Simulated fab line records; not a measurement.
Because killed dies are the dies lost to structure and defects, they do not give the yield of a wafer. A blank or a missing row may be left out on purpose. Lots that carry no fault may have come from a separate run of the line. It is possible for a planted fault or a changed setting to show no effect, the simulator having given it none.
Which tool was responsible? + flow nandHarc + 36 wafers from 12 lots sampled at 3 of the route's 1302 steps

== WHAT EACH GAUGE READ, for each wafer ==
NHARC_P_GATE_CD_MEAS_46: the cd target is 720 nm.
| lot  | measured     | on       | cdNm (nm)         |
|------|--------------|----------|-------------------|
| L075 | day 5 19:50  | cdSem-02 | 726.2 722.8 720.3 |
| L077 | day 6 14:55  | cdSem-02 | 717.4 720.3 719.4 |
| L079 | day 7 19:34  | cdSem-03 | 720.8 716.0 723.5 |
| L081 | day 8 10:34  | cdSem-03 | 718.7 726.7 722.3 |
| L083 | day 9 14:47  | cdSem-01 | 721.8 721.4 720.9 |
| L085 | day 10 06:54 | cdSem-02 | 721.3 721.0 719.6 |
| L087 | day 10 23:40 | cdSem-02 | 723.6 724.0 722.7 |
| L089 | day 11 16:34 | cdSem-02 | 720.6 721.5 722.4 |
| L091 | day 12 08:38 | cdSem-02 | 722.4 721.5 722.7 |
| L093 | day 13 11:16 | cdSem-03 | 721.2 721.1 718.9 |
| L095 | day 14 03:38 | cdSem-01 | 717.4 721.0 718.8 |
| L097 | day 15 08:34 | cdSem-01 | 722.3 723.1 724.0 |

== TOOL THAT RAN EACH LOT (tool first, then ch and the chambers of the sampled wafers, then the start) ==
| lot  | NHARC_P_GATE_HM_DEP_102      | NHARC_P_GATE_ETCH_104             |
|------|------------------------------|-----------------------------------|
| L075 | aclDep-01 ch 0, day 5 06:34  | rieDiel-08 ch 0,1,3, day 5 08:16  |
| L077 | aclDep-01 ch 0, day 6 01:40  | rieDiel-04 ch 0,2,3, day 6 03:09  |
| L079 | aclDep-02 ch 0, day 7 06:11  | rieDiel-03 ch 0,2, day 7 07:47    |
| L081 | aclDep-01 ch 0, day 7 21:34  | rieDiel-08 ch 0,1, day 7 23:03    |
| L083 | aclDep-03 ch 0, day 8 19:19  | rieDiel-04 ch 0,1,2, day 8 20:49  |
| L085 | aclDep-03 ch 0, day 9 17:29  | rieDiel-08 ch 0,3, day 9 19:10    |
| L087 | aclDep-01 ch 0, day 10 08:07 | rieDiel-03 ch 1,3, day 10 09:37   |
| L089 | aclDep-03 ch 0, day 11 03:22 | rieDiel-04 ch 0,2, day 11 04:45   |
| L091 | aclDep-03 ch 0, day 11 19:29 | rieDiel-03 ch 0,1,2, day 11 20:53 |
| L093 | aclDep-01 ch 0, day 12 22:03 | rieDiel-04 ch 0,3, day 12 23:32   |
| L095 | aclDep-02 ch 0, day 13 14:24 | rieDiel-03 ch 1,3, day 13 15:55   |
| L097 | aclDep-02 ch 0, day 14 19:18 | rieDiel-03 ch 0,1, day 14 20:50   |
- NHARC_P_GATE_HM_DEP_102: deposits aC, target thk 120 nm.
- NHARC_P_GATE_ETCH_104: etches the open film in CF4/CHF3, target depth 60 nm.

== THE ANSWER, worked out from the rows above alone ==
Rule: the lots themselves supply what counts as usual. Put in order of their means at a reading, lots are off if they are a third of the lots or fewer, leave a main group of 4 or more, and stand apart from it by a gap of 3 or more times the standard deviation of the main group's means; of several such gaps the widest counts. A main group whose means are all the same, to the digits that the tables above print for the reading, isn't used. Also off: a lot with no number at a reading for which 4 or more lots have one. Where the step has rows for the other lots, those lots are counted as sound.
No lot is off at any reading shown: from this, nothing can be told.

== WHAT THE SIMULATOR HAD PUT IN ==
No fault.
